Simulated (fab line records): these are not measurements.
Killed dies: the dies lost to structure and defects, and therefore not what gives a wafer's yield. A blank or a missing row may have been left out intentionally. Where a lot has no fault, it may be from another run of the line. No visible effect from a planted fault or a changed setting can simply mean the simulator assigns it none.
fab line records ; flow nand_harc
[record] lots = 6; wafers = 18; last_day = 32
route steps=1302 shown P_CONTACT@235 P_M0@253 END@1302
lots untouched by any fault: they come from a run of this same line in which no faults occurred
start_h: start of the lot's first displayed wafer, in hours after the record's first day ; wait_h: hours since the lot's step before ; " identical to the entry in the row above ; L1.1+2: a single row standing in for several wafers ; - no value, or no start given ; * or withheld: withheld ; < > ~ a bound
route shown NAME@n: names a module that has steps shown in the file, with the first one's number in the route ; usual: the fault-free wafers' mean and standard deviation ; same: alike in all rows ; chamber/n: place in a boat ; sites: readings site by site ; _std_site: the values' standard deviation ; _edge_site: inner sites' mean taken away from outer sites' mean ; radius_mm: for every site, how far away it sits from the centre of the wafer ; mask NAME#n: copy n ; behind: tool/chamber where the wafer was last shaped ; hold: what put the lot on hold/how long, in hours/how the hold closed ; device: which transistor (n, p or np) failed to switch ; end of line: the same wafers' tests at the end of the route ; a step with no rows: only its recipe ; killed: at the first sort, the dies lost to defects and structure; wafer yield is something else ; map: the dies of a wafer, with x for killed, . for not killed, _ for no die there
set.NAME: the setting the step ran with; set.NAME@STEP: the setting that earlier step ran with ; model.NAME: the simulator's own value behind a step, which no gauge read
certain route steps with their lots: each step a table, each wafer a row
services: a tool's chamber out of use, with start hour (start_h, from the record's first day; less than 0 if before it), hours out, and reason
[[steps]]
[step NHARC_P_CONTACT_DESCUM_17]
[recipe] time_s = 3; o2_flow_sccm = 200; ar_flow_sccm = 0; bias_power_w = 0; chemistry = O2
[usual] chamber_pressure_mTorr = 60.00/0.051; drypump_motor_current_A = 5.3/0.35; oes_product_au = 0.997/0.016; rf_vpp_V = 57.8/0.88; showerhead_plenum_p_Torr = 1.92/0.089; throttle_valve_pct = 11.312/0.0094
lot.wafer;tool;chamber;start_h;wait_h;chamber_pressure_mTorr;drypump_motor_current_A;oes_product_au;rf_hours_counter_h;rf_vpp_V;showerhead_plenum_p_Torr;throttle_valve_pct
L260.3;rie_diel-13;3;152.89;0.1;59.92;5.3;0.967;3.5;55.7;1.80;11.316
L260.2;rie_diel-13;2;152.89;0.1;59.98;5.5;1.010;3.3;57.8;2.04;11.308
L260.6;rie_diel-13;3;152.89;0.1;60.00;5.3;0.982;-;58.3;1.80;11.317
L264.2;rie_diel-13;0;187.93;0.1;60.00;4.8;1.022;0.1;57.0;1.80;11.303
L264.4;rie_diel-13;1;187.93;0.1;60.06;6.0;1.017;0.2;56.2;1.79;11.328
L264.1;rie_diel-13;3;187.93;0.1;59.93;5.3;0.984;0.2;56.6;1.80;11.307
L269.2;rie_diel-06;0;241.34;0.1;60.00;5.3;0.991;4.3;57.7;1.92;11.312
L269.5;rie_diel-06;1;241.34;0.1;59.95;5.0;0.983;-;59.4;2.00;11.326
L269.6;rie_diel-06;2;241.34;0.1;60.03;5.4;1.007;-;56.6;1.86;11.303
L271.4;rie_diel-13;0;264.50;0.1;59.95;4.8;1.016;2.3;56.9;1.79;11.323
L271.3;rie_diel-13;1;264.50;0.1;59.99;6.0;0.996;2.1;58.3;1.79;11.314
L271.2;rie_diel-13;2;264.50;0.1;60.08;5.5;0.971;2.0;58.3;2.04;11.314
L275.4;rie_diel-06;2;299.62;0.1;59.97;5.4;1.012;8.6;57.9;1.86;11.300
L275.1;rie_diel-06;0;299.62;0.1;59.94;5.3;0.999;8.2;58.4;1.92;11.318
L275.6;rie_diel-06;1;299.62;0.1;59.92;5.0;0.987;-;59.6;1.99;11.304
L277.1;rie_diel-04;3;319.87;0.1;60.04;5.5;0.988;3.4;58.7;1.91;11.306
L277.6;rie_diel-04;1;319.87;0.1;60.08;5.3;0.980;-;57.3;2.04;11.312
L277.4;rie_diel-04;0;319.87;0.1;59.98;4.9;0.980;-;58.2;1.93;11.309
[step NHARC_P_CONTACT_ETCH_35]
[recipe] target_depth_a = 390; over_etch_frac = 0.3; time_s = 65; ion_energy_ev = 80; cf4_flow_sccm = 150; ar_flow_sccm = 0; rf_w = 300; bias_w = 100; chemistry = CF4
[usual] chamber_pressure_mTorr = 50.00/0.041; drypump_motor_current_A = 5.3/0.34; oes_product_au = 0.997/0.016; rf_vpp_V = 151.3/1.3; showerhead_plenum_p_Torr = 1.77/0.076; throttle_valve_pct = 13.283/0.01
lot.wafer;tool;chamber;start_h;wait_h;chamber_pressure_mTorr;drypump_motor_current_A;oes_product_au;rf_hours_counter_h;rf_vpp_V;showerhead_plenum_p_Torr;throttle_valve_pct
L260.2;rie_diel-13;2;152.98;0.1;50.02;5.5;1.002;3.3;153.3;1.88;13.286
L260.3;rie_diel-13;1;152.98;0.1;50.03;6.0;1.011;3.4;148.9;1.66;13.287
L260.6;rie_diel-13;3;152.98;0.1;50.07;5.3;0.978;-;148.9;1.67;13.283
L264.4;rie_diel-13;2;188.02;0.1;49.98;5.5;0.966;0.3;153.4;1.88;13.286
L264.1;rie_diel-13;3;188.02;0.1;50.01;5.3;0.981;0.2;150.2;1.67;13.285
L264.2;rie_diel-13;0;188.02;0.1;49.92;4.8;1.021;0.2;148.9;1.67;13.277
L269.2;rie_diel-06;1;241.41;0.1;50.01;5.0;0.997;5.1;151.6;1.84;13.281
L269.5;rie_diel-06;3;241.41;0.1;50.05;5.5;0.990;-;153.7;1.85;13.266
L269.6;rie_diel-06;0;241.41;0.1;50.01;5.3;0.994;-;151.7;1.77;13.285
L271.3;rie_diel-13;0;264.58;0.1;50.08;4.8;1.029;2.3;151.4;1.67;13.276
L271.2;rie_diel-13;1;264.58;0.1;50.07;6.0;1.006;2.1;149.1;1.66;13.290
L271.4;rie_diel-13;3;264.58;0.1;50.00;5.3;0.983;2.4;149.8;1.67;13.284
L275.1;rie_diel-06;2;299.69;0.1;49.89;5.3;1.013;8.6;149.4;1.72;13.271
L275.4;rie_diel-06;0;299.69;0.1;50.03;5.3;0.992;8.2;151.9;1.77;13.312
L275.6;rie_diel-06;2;299.69;0.1;49.99;5.4;1.019;-;151.3;1.72;13.287
L277.1;rie_diel-04;1;319.98;0.1;50.01;5.3;0.984;2.7;152.3;1.88;13.279
L277.4;rie_diel-04;0;319.98;0.1;49.96;4.9;0.988;-;150.6;1.78;13.290
L277.6;rie_diel-04;1;319.98;0.1;50.00;5.3;0.975;-;153.1;1.88;13.276
[step NHARC_P_CONTACT_ETCH_36]
[recipe] target_depth_a = 2600; over_etch_frac = 0.25; time_s = 406.25; ion_energy_ev = 200; n2_flow_sccm = 150; h2_flow_sccm = 150; ar_flow_sccm = 0; rf_w = 400; bias_w = 150; chemistry = N2/H2
[step NHARC_P_CONTACT_ETCH_18]
[recipe] target_depth_a = 4810; time_s = 240.5; c4f8_flow_sccm = 20; o2_flow_sccm = 10; ar_flow_sccm = withheld; rf_w = 600; bias_w = 1500; chemistry = C4F8/O2/Ar
[usual] chamber_pressure_mTorr = 25.001/0.027; oes_product_au = 0.958/0.018; rf_vpp_V = 979/6.3
lot.wafer;tool;chamber;start_h;wait_h;chamber_pressure_mTorr;oes_product_au;rf_hours_counter_h;rf_vpp_V
L260.2;rie_diel-13;3;-;-;24.986;0.935;3.8;970
L260.3;rie_diel-13;1;-;-;25.015;0.964;3.5;969
L260.6;rie_diel-13;2;-;-;25.013;0.970;-;987
L264.4;rie_diel-13;0;-;-;24.984;0.983;0.4;969
L264.1;rie_diel-13;2;-;-;25.013;0.956;0.5;986
L264.2;rie_diel-13;3;-;-;24.979;0.958;0.5;970
L269.2;rie_diel-06;2;-;-;25.019;0.933;4.9;975
L269.6;rie_diel-06;3;-;-;25.031;0.927;-;985
L269.5;rie_diel-06;0;-;-;25.021;0.932;-;978
L271.3;rie_diel-13;0;-;-;25.012;0.974;2.6;970
L271.2;rie_diel-13;1;-;-;24.984;0.968;2.4;971
L271.4;rie_diel-13;2;-;-;24.996;0.947;2.2;987
L275.4;rie_diel-06;0;-;-;24.988;0.968;8.4;980
L275.1;rie_diel-06;1;-;-;24.982;0.954;8.6;985
L275.6;rie_diel-06;0;-;-;25.001;0.971;-;978
L277.1;rie_diel-04;3;-;-;24.980;0.946;3.7;978
L277.4;rie_diel-04;3;-;-;24.990;0.957;-;979
L277.6;rie_diel-04;1;-;-;25.002;0.936;-;989
[step NHARC_P_CONTACT_STRIP_37]
[recipe] c4f8_flow_sccm = withheld; o2_flow_sccm = 8; ar_flow_sccm = withheld; bias_w = 0; chemistry = C4F8/O2/Ar
[step NHARC_P_CONTACT_ETCH_31]
[recipe] target_depth_a = 300; time_s = 85.7; ion_energy_ev = 120; over_etch_frac = 1; ch3f_flow_sccm = 50; o2_flow_sccm = 30; ar_flow_sccm = 200; rf_w = 500; bias_w = 100; chemistry = CH3F/O2
[step NHARC_P_CONTACT_CD_MEAS_19]
[usual] cd_nm = 91.3/2
lot.wafer;tool;chamber;start_h;wait_h;cd_nm
L260.2;cd_sem-01;-;153.76;-;92.6
L260.3;cd_sem-01;-;153.76;-;90.7
L260.6;cd_sem-01;-;153.76;-;94.1
L264.1;cd_sem-01;-;188.80;-;90.4
L264.2;cd_sem-01;-;188.80;-;90.1
L264.4;cd_sem-01;-;188.80;-;87.6
L269.2;cd_sem-03;-;242.19;-;88.1
L269.5;cd_sem-03;-;242.19;-;88.6
L269.6;cd_sem-03;-;242.19;-;88.4
L271.2;cd_sem-02;-;265.37;-;90.9
L271.3;cd_sem-02;-;265.37;-;93.3
L271.4;cd_sem-02;-;265.37;-;89.9
L275.1;cd_sem-02;-;300.48;-;91.8
L275.4;cd_sem-02;-;300.48;-;86.9
L275.6;cd_sem-02;-;300.48;-;90.1
L277.1;cd_sem-01;-;320.87;-;94.0
L277.4;cd_sem-01;-;320.87;-;88.0
L277.6;cd_sem-01;-;320.87;-;94.0
[step NHARC_P_CONTACT_STRIP_28]
[recipe] o2_flow_sccm = 500; ar_flow_sccm = 0; bias_w = 0; chemistry = O2
[step NHARC_P_CONTACT_STRIP_29]
[recipe] time_s = 1200; temp_c = 72.5; chemistry = post_etch_residue_remover
[step NHARC_P_CONTACT_DEGAS_38]
[recipe] temp_c = 300; time_s = 60
[step NHARC_P_CONTACT_PRE_CLEAN_39]
[recipe] time_s = 19.5; bias_v = 250; gas = Ar
[step NHARC_P_CONTACT_PVD_32]
[recipe] target_thk_a = 50; chamber_pressure_pa = 5; power_w = 5000; substrate_temp_c = 200; time_s = 17.7; material = Ti
[step NHARC_P_CONTACT_ALD_22]
[recipe] target_thk_a = 30; pulse_time_s = 1; ald_cycles = 150; temp_c = 450; material = TiN
[usual] heater_power_outer_w = 707/72; heater_power_w = 1077/100; precursor_pulse_height_rel = 1.002/0.021
lot.wafer;tool;chamber;start_h;wait_h;heater_power_outer_w;heater_power_w;precursor_pulse_height_rel
L260.3;ald_metal-02;0;154.71;-;714;1104;0.993
L260.2;ald_metal-02;2;154.71;-;806;1215;0.992
L260.6;ald_metal-02;0;154.71;-;734;1106;1.022
L264.1;ald_metal-04;2;189.77;-;662;1010;1.024
L264.2;ald_metal-04;0;189.77;-;764;1098;0.995
L264.4;ald_metal-04;1;189.77;-;764;1146;1.004
L269.2;ald_metal-04;2;243.34;-;653;1024;1.017
L269.6;ald_metal-04;3;243.34;-;557;853;1.024
L269.5;ald_metal-04;0;243.34;-;753;1121;0.987
L271.4;ald_metal-04;1;266.31;-;747;1195;1.014
L271.2;ald_metal-04;2;266.31;-;666;1017;1.035
L271.3;ald_metal-04;3;266.31;-;589;891;0.972
L275.1;ald_metal-03;2;301.43;-;818;1195;0.991
L275.4;ald_metal-03;1;301.43;-;700;1084;0.991
L275.6;ald_metal-03;3;301.43;-;701;1071;1.043
L277.4;ald_metal-03;1;321.84;-;695;1127;1.001
L277.1;ald_metal-03;3;321.84;-;703;1039;1.033
L277.6;ald_metal-03;1;321.84;-;692;1103;1.004
[step NHARC_P_CONTACT_CVD_23]
[recipe] target_thk_a = 2000; temp_c = 300; pressure_torr = 40; wf6_flow_sccm = 40; h2_flow_sccm = 1600; ar_flow_sccm = 1560; time_s = 557; material = W
[usual] chamber_pressure_Torr = 40.01/0.096; heater_power_outer_w = 257/11; heater_power_w = 459/31; throttle_valve_pct = 7.83/0.22
lot.wafer;tool;chamber;start_h;wait_h;chamber_pressure_Torr;heater_power_outer_w;heater_power_w;throttle_valve_pct
L260.2;cvd_w-02;1;-;-;40.14;264;503;7.70
L260.3;cvd_w-02;1;-;-;40.06;270;503;7.63
L260.6;cvd_w-02;0;-;-;40.10;261;448;7.85
L264.1;cvd_w-02;1;-;-;40.14;280;514;7.55
L264.2;cvd_w-02;0;-;-;39.87;260;473;7.87
L264.4;cvd_w-02;1;-;-;39.89;270;497;7.79
L269.2;cvd_w-01;1;-;-;40.00;248;415;7.87
L269.6;cvd_w-01;1;-;-;39.98;247;419;7.99
L269.5;cvd_w-01;0;-;-;39.92;243;443;7.76
L271.2;cvd_w-02;0;-;-;39.97;260;456;8.07
L271.4;cvd_w-02;0;-;-;39.96;265;458;8.05
L271.3;cvd_w-02;1;-;-;39.94;267;517;7.42
L275.1;cvd_w-01;0;-;-;39.96;239;461;8.01
L275.4;cvd_w-01;0;-;-;40.00;240;476;8.05
L275.6;cvd_w-01;1;-;-;39.75;248;409;8.20
L277.1;cvd_w-02;1;-;-;40.05;257;471;7.77
L277.4;cvd_w-02;0;-;-;40.05;264;442;7.73
L277.6;cvd_w-02;0;-;-;40.09;263;464;7.63
[step NHARC_P_CONTACT_CMP_24]
[recipe] t_overpolish_s = 30; target_thk_nm = 200
[step NHARC_P_CONTACT_SRD_26]
[step NHARC_P_M0_DEP_00]
[recipe] target_thk_a = 1500; target_thk_nm = 150; temp_c = withheld; pressure_torr = 5; flow_sccm = 200; rf_w = 600; material = SiOC
[step NHARC_P_M0_DEHYDRATE_01]
[recipe] temp_c = 150; time_s = 120
[step NHARC_P_M0_HMDS_02]
[recipe] time_s = 30
[step NHARC_P_M0_COAT_33]
[recipe] temp_c = 200; time_s = 65
[step NHARC_P_M0_COAT_03]
[recipe] spin_rpm = 1500; resist_thk_nm = 90
[step NHARC_P_M0_SOFTBAKE_04]
[recipe] temp_c = 105; time_s = 55
[step NHARC_P_M0_EBR_05]
[step NHARC_P_M0_EXPOSE_06]
[recipe] na = 1.35; target_cd_nm = 90; dose_mj = 81.28; mask_id = P_M0
[step NHARC_P_M0_PEB_07]
[recipe] peb_temp_c = 100; peb_time_s = 65
[step NHARC_P_M0_DEVELOP_08]
[recipe] develop_time_s = 35; dev_temp_c = 23
[step NHARC_P_M0_CD_MEAS_09]
[recipe] target_cd_nm = 90; landing_energy_ev = 500
[usual] cd_nm = 90.3/0.83
[same] landing_energy_ev = 500
lot.wafer;tool;chamber;start_h;wait_h;cd_nm
L260.2;cd_sem-01;0;156.73;-;90.0
L260.3;cd_sem-01;0;156.73;-;90.2
L260.6;cd_sem-01;0;156.73;-;92.1
L264.1;cd_sem-02;0;191.92;-;90.7
L264.2;cd_sem-02;0;191.92;-;89.7
L264.4;cd_sem-02;0;191.92;-;90.1
L269.2;cd_sem-01;0;245.46;-;90.7
L269.5;cd_sem-01;0;245.46;-;89.5
L269.6;cd_sem-01;0;245.46;-;89.7
L271.2;cd_sem-02;0;268.46;-;91.0
L271.3;cd_sem-02;0;268.46;-;91.0
L271.4;cd_sem-02;0;268.46;-;90.1
L275.1;cd_sem-02;0;303.59;-;88.9
L275.4;cd_sem-02;0;303.59;-;91.4
L275.6;cd_sem-02;0;303.59;-;89.3
L277.1;cd_sem-02;0;323.98;-;90.1
L277.4;cd_sem-02;0;323.98;-;89.4
L277.6;cd_sem-02;0;323.98;-;89.0
[step NHARC_P_M0_OVL_MEAS_10]
[recipe] pitch_nm = 180
[usual] overlay_x_nm = 0.1/0.79; overlay_y_nm = 0.0/1.1
lot.wafer;tool;chamber;start_h;wait_h;overlay_x_nm;overlay_y_nm
L260.2;overlay-01;-;156.82;-;0.8;-0.2
L260.3;overlay-01;-;156.82;-;0.7;-0.2
L260.6;overlay-01;-;156.82;-;1.0;-0.8
L264.1;overlay-01;-;192.01;-;-0.1;-0.3
L264.2;overlay-01;-;192.01;-;-0.4;-0.7
L264.4;overlay-01;-;192.01;-;-0.5;-0.4
L269.2;overlay-01;-;245.54;-;0.9;-1.0
L269.5;overlay-01;-;245.54;-;0.6;-1.0
L269.6;overlay-01;-;245.54;-;0.9;-1.5
L271.2;overlay-01;-;268.55;-;0.2;0.2
L271.3;overlay-01;-;268.55;-;0.3;0.3
L271.4;overlay-01;-;268.55;-;0.5;0.8
L275.1;overlay-02;-;303.68;-;0.4;-0.5
L275.4;overlay-02;-;303.68;-;0.8;-0.6
L275.6;overlay-02;-;303.68;-;0.6;-0.3
L277.1;overlay-01;-;324.07;-;1.5;-0.8
L277.4;overlay-01;-;324.07;-;0.8;-1.0
L277.6;overlay-01;-;324.07;-;0.3;-0.6
[step NHARC_P_M0_DESCUM_14]
[recipe] time_s = 3; o2_flow_sccm = 200; ar_flow_sccm = 0; bias_power_w = 0; chemistry = O2
[usual] chamber_pressure_mTorr = 60.00/0.049; drypump_motor_current_A = 5.7/0.36; oes_product_au = 0.999/0.014; rf_vpp_V = 57.6/0.9; showerhead_plenum_p_Torr = 1.90/0.086; throttle_valve_pct = 11.310/0.0092
lot.wafer;tool;chamber;start_h;wait_h;chamber_pressure_mTorr;drypump_motor_current_A;oes_product_au;rf_hours_counter_h;rf_vpp_V;showerhead_plenum_p_Torr;throttle_valve_pct
L260.2;rie_diel-08;1;156.91;0.1;59.99;5.4;1.024;47;58.0;1.87;11.305
L260.3;rie_diel-08;0;156.91;0.1;59.98;5.8;0.996;47;57.8;1.80;11.306
L260.6;rie_diel-08;2;156.91;0.1;60.09;5.9;0.996;-;59.0;1.99;11.311
L264.2;rie_diel-03;2;192.11;0.1;59.95;5.8;1.008;15;59.0;1.84;11.296
L264.4;rie_diel-03;3;192.11;0.1;60.01;5.3;1.004;10;56.7;2.05;11.308
L264.1;rie_diel-03;0;192.11;0.1;60.10;5.8;0.983;14;57.3;1.81;11.329
L269.2;rie_diel-03;3;245.64;0.1;59.96;5.2;1.014;17;57.5;2.04;11.312
L269.5;rie_diel-03;3;245.64;0.1;59.97;5.3;1.005;-;57.7;2.04;11.305
L269.6;rie_diel-03;0;245.64;0.1;59.99;5.8;0.994;-;57.1;1.80;11.313
L271.3;rie_diel-03;3;268.64;0.1;60.08;5.2;1.002;18;58.3;2.04;11.316
L271.2;rie_diel-03;1;268.64;0.1;59.98;5.1;1.012;22;58.7;1.86;11.301
L271.4;rie_diel-03;2;268.64;0.1;60.00;5.8;1.000;24;56.9;1.83;11.305
L275.4;rie_diel-08;1;303.78;0.1;59.95;5.4;0.995;39;58.0;1.85;11.329
L275.1;rie_diel-08;0;303.78;0.1;60.06;5.8;1.016;35;57.7;1.78;11.294
L275.6;rie_diel-08;1;303.78;0.1;59.99;5.4;1.005;-;56.1;1.85;11.313
L277.4;rie_diel-03;2;324.18;0.1;60.07;5.8;0.978;4;56.9;1.83;11.333
L277.1;rie_diel-03;3;324.18;0.1;59.97;5.2;0.977;5;59.2;2.04;11.311
L277.6;rie_diel-03;1;324.18;0.1;59.94;5.1;1.000;-;57.8;1.86;11.317
[step NHARC_P_M0_ETCH_34]
[recipe] target_depth_a = 400; overetch_a = 120; time_s = 43.94; ion_energy_ev = 200; n2_flow_sccm = 150; h2_flow_sccm = 150; ar_flow_sccm = 0; rf_w = 400; bias_w = 150; chemistry = N2/H2
[step NHARC_P_M0_ETCH_15]
[recipe] target_depth_a = 1500; overetch_a = 150; time_s = 82.5; c4f8_flow_sccm = withheld; ar_flow_sccm = 400; rf_w = 600; bias_w = 300; chemistry = C4F8/Ar
[step NHARC_P_M0_CD_MEAS_16]
[usual] cd_nm = 90.4/0.97
lot.wafer;tool;chamber;start_h;wait_h;cd_nm
L260.2;cd_sem-01;-;157.23;-;90.2
L260.3;cd_sem-01;-;157.23;-;91.2
L260.6;cd_sem-01;-;157.23;-;92.6
L264.1;cd_sem-01;-;192.40;-;91.0
L264.2;cd_sem-01;-;192.40;-;89.3
L264.4;cd_sem-01;-;192.40;-;90.4
L269.2;cd_sem-01;-;245.94;-;90.0
L269.5;cd_sem-01;-;245.94;-;89.9
L269.6;cd_sem-01;-;245.94;-;89.6
L271.2;cd_sem-02;-;268.94;-;91.3
L271.3;cd_sem-02;-;268.94;-;90.2
L271.4;cd_sem-02;-;268.94;-;89.1
L275.1;cd_sem-03;-;304.08;-;89.7
L275.4;cd_sem-03;-;304.08;-;91.6
L275.6;cd_sem-03;-;304.08;-;89.3
L277.1;cd_sem-01;-;324.47;-;91.5
L277.4;cd_sem-01;-;324.47;-;90.9
L277.6;cd_sem-01;-;324.47;-;88.8
[step NHARC_P_M0_STRIP_18]
[recipe] power_w = 1000; n2_flow_sccm = 150; h2_flow_sccm = 150; ar_flow_sccm = 0; bias_w = 0; chemistry = N2/H2
[step NHARC_P_M0_STRIP_19]
[recipe] time_s = 600; temp_c = 30; chemistry = post_etch_residue_remover
[step NHARC_P_M0_DEGAS_28]
[recipe] temp_c = 250; time_s = 60
[step NHARC_P_M0_PRE_CLEAN_29]
[recipe] time_s = 30; temp_c = 280; gas = H2/He
[step NHARC_P_M0_PVD_20]
[recipe] target_thk_a = 50; bias_v = 168.6; power_w = 15000; chamber_pressure_pa = 0.12; time_s = 8.06; substrate_temp_c = 50; material = TaN
[step NHARC_P_M0_PVD_21]
[recipe] target_thk_a = 300; chamber_pressure_pa = 5; power_w = 5000; substrate_temp_c = 30; time_s = 20.49; material = Cu
[step NHARC_P_M0_ECD_22]
[recipe] target_thk_a = 4000; bath_temp_c = 25; material = Cu
[step NHARC_END_SORT_01]
[recipe] temp_c = 25
[usual] killed_at_array = 56/17; killed_at_other = 1.2/1.4; killed_at_periphery = 4/3.2; killed_dies = 61/16; killed_open = 3.6/2.1; killed_short = 2.7/1.8
[same] gross_dies = 677
lot.wafer;tool;chamber;start_h;wait_h;killed_at_array;killed_at_other;killed_at_periphery;killed_dies;killed_open;killed_short
L271.2;prober-01;0;707.32;2.8;69;0;75;144;3;4
L271.3;prober-01;0;708.12;3.1;44;0;58;102;1;3
L271.4;prober-01;0;708.92;3.4;54;0;38;92;0;0
L269.2;prober-02;0;707.38;2.9;63;1;83;147;7;6
L269.5;prober-02;0;709.79;3.7;61;0;51;112;9;2
L269.6;prober-02;0;710.59;4.0;30;0;59;89;5;3
// killed by level:class
L271.2 P_CONTACT:unspecified=70 A_CHANNEL_HOLE_D1:chamber_film_flake=28 A_CHANNEL_HOLE_D2:chamber_film_flake=26 P_GATE:chamber_film_flake=3 A_STAIRCASE:chamber_film_flake=3 A_SLIT:chamber_film_flake=2 A_WL_FILL:chamber_film_flake=2 P_GATE:geometric_particle:open=1
L269.2 P_CONTACT:unspecified=76 A_SLIT:chamber_film_flake=30 A_CHANNEL_HOLE_D1:chamber_film_flake=7 A_CONTACT:chamber_film_flake=5 P_M2:chamber_film_flake=4 A_ONON_D2:geometric_particle:open=3 A_CHANNEL_FILL_D2:geometric_particle:open=2 A_ZERO_WELL:chamber_film_flake=2
L271.3 P_CONTACT:unspecified=55 A_CHANNEL_HOLE_D1:chamber_film_flake=24 A_CHANNEL_HOLE_D2:chamber_film_flake=9 A_SLIT:chamber_film_flake=3 A_CONTACT:chamber_film_flake=3 A_CHANNEL_FILL_D1:geometric_particle:short=2 P_M0:geometric_particle:open=1 A_CHANNEL_FILL_D2:geometric_particle:short=1
L271.4 P_CONTACT:unspecified=35 A_CHANNEL_HOLE_D1:chamber_film_flake=29 A_CHANNEL_HOLE_D2:chamber_film_flake=17 A_CONTACT:chamber_film_flake=4 A_DECK1_JOINT:chamber_film_flake=2 A_SLIT:chamber_film_flake=2 P_ZERO_WELL:chamber_film_flake=1 P_GATE:chamber_film_flake=1
L269.5 P_CONTACT:unspecified=48 A_SLIT:chamber_film_flake=33 A_CONTACT:chamber_film_flake=7 A_CHANNEL_HOLE_D1:chamber_film_flake=3 A_CHANNEL_FILL_D1:chamber_film_flake=3 P_GATE:geometric_particle:open=2 A_ONON_D1:geometric_particle:open=2 A_DECK1_JOINT:chamber_film_flake=2
L269.6 P_CONTACT:unspecified=56 A_CONTACT:chamber_film_flake=10 A_SLIT:chamber_film_flake=6 P_M0:geometric_particle:open=2 A_CHANNEL_HOLE_D1:chamber_film_flake=2 A_CHANNEL_FILL_D1:chamber_film_flake=2 P_CONTACT:geometric_particle:open=1 A_ONON_D2:geometric_particle:short=1
// map L269.2 (x killed, . not)
____________.____________
_________......._________
_______..x.x......_______
______.............______
_____..............._____
____.....x........x..____
____............x....____
___............x......___
___...................___
__x...x.xx....x..x.....__
__...x.x.xx.........x..__
_..x.xxxxxx............._
_...xxxxxxx............._
_.x.xxxxxxx...........x._
_..xxxxxxxxx........x..._
_...xxxxxx.x............_
..xxxxxxxxxx.........x...
...xxxxxxxxx.............
....xxxxxxx...x..x.......
.....xxxxxx..........x..x
.......xxx..x....x.......
_................xx....._
_..................xx.x._
_................xxx...._
_...............x.xxxx.._
_...........x....xx.xxx._
__...............xxxx..__
__...............x.x..x__
___...............xx.x___
___....x......x.xxx...___
____.x........x......____
____.........xx..x.x.____
_____.........x...xx_____
______........xx.x.______
_______..........x_______
_________.x....._________
____________.____________
// map L271.2 (x killed, . not)
____________.____________
_________......._________
_______..........._______
______.....x.......______
_____..............._____
____...............x.____
____....x............____
___...................___
___....x..............___
__.....................__
__..x.xxxxx....x.......__
_..x.xxxx..............._
_..x.xxxxxxxxx.........._
_...xxxxxxx.x..x........_
_.xxxxxxxx..xxx........._
_...xxxxxxxxxxx........._
...xxxxxxxxxxxx.......x..
....xxxxxx.xxxxx.........
.x...xxxxxx.x.x..........
.....xxxxxx.xx...xx......
....xxxxxx.xx.....x.....x
_..............x........_
_......x................_
_.......x..............._
_..............x........_
_......................._
__.............x.xx....__
__.............xxx.....__
___............xx.xx..___
___.........x...xx.xx.___
____...........xxx.x.____
____............xxx..____
_____........x.xxxxx_____
______......x......______
_______..........._______
_________...x..._________
____________.____________
[[services]]
tool;chamber;start_h;hours;kind
rie_diel-06;-;130.20;9.0;pm
cvd_w-02;-;133.33;0.9;repair
rie_diel-13;3;154.41;2.4;repair
rie_diel-04;3;154.68;3.9;repair
rie_diel-13;2;160.93;2.7;repair
cvd_w-02;-;162.78;1.6;repair
rie_diel-13;-;165.01;9.0;pm
rie_diel-03;3;171.80;6.1;repair
rie_diel-04;-;177.93;9.0;pm
rie_diel-03;3;177.94;6.1;repair
rie_diel-04;1;190.74;25.3;repair
rie_diel-04;2;192.19;5.4;repair
cvd_w-02;-;193.59;0.5;repair
rie_diel-04;3;196.36;3.9;repair
rie_diel-13;0;210.73;3.9;repair
rie_diel-13;3;211.52;1.3;repair
rie_diel-06;1;245.60;1.4;repair
cvd_w-02;-;248.96;1.3;repair
cvd_w-02;0;255.31;3.3;repair
cvd_w-02;-;280.21;13.0;pm
rie_diel-03;3;280.78;16.3;repair
rie_diel-03;-;281.89;9.0;pm
rie_diel-03;2;295.98;7.3;repair
rie_diel-06;-;307.20;9.0;pm
[[key]]
[first_sign] step = NHARC_END_SORT_01; reading = killed_at_periphery; direction = up; sigmas = 18; usual = 4; struck = 61
[effect] step = NHARC_END_SORT_01; reading = killed_dies; direction = up; sigmas = 3.2; usual = 61; struck = 114; wafers_moved = 4
[more_kills_born_at] NHARC_P_CONTACT_ALD_22@ald_metal-04 = 340
met_at NHARC_P_CONTACT_ALD_22
struck_wafers L269.2,L269.5,L269.6,L271.2,L271.3,L271.4
tester_left_out L269,L271
onset_between 189.77 243.34
[fault] kind = chamber_particle_source; tool = ald_metal-04; chamber = -; onset_h = 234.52; steps = NHARC_P_CONTACT_ALD_22; rate_per_visit_cm2 = 0.56816; end_h = 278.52
// tester_left_out: of these lots the tester's yield and bins aren't shown, on N5 and GAA mostly nor the transistor test; their killed dies are dies lost to structure and defects alone, not to doping, threshold or leakage, so they don't give the yield
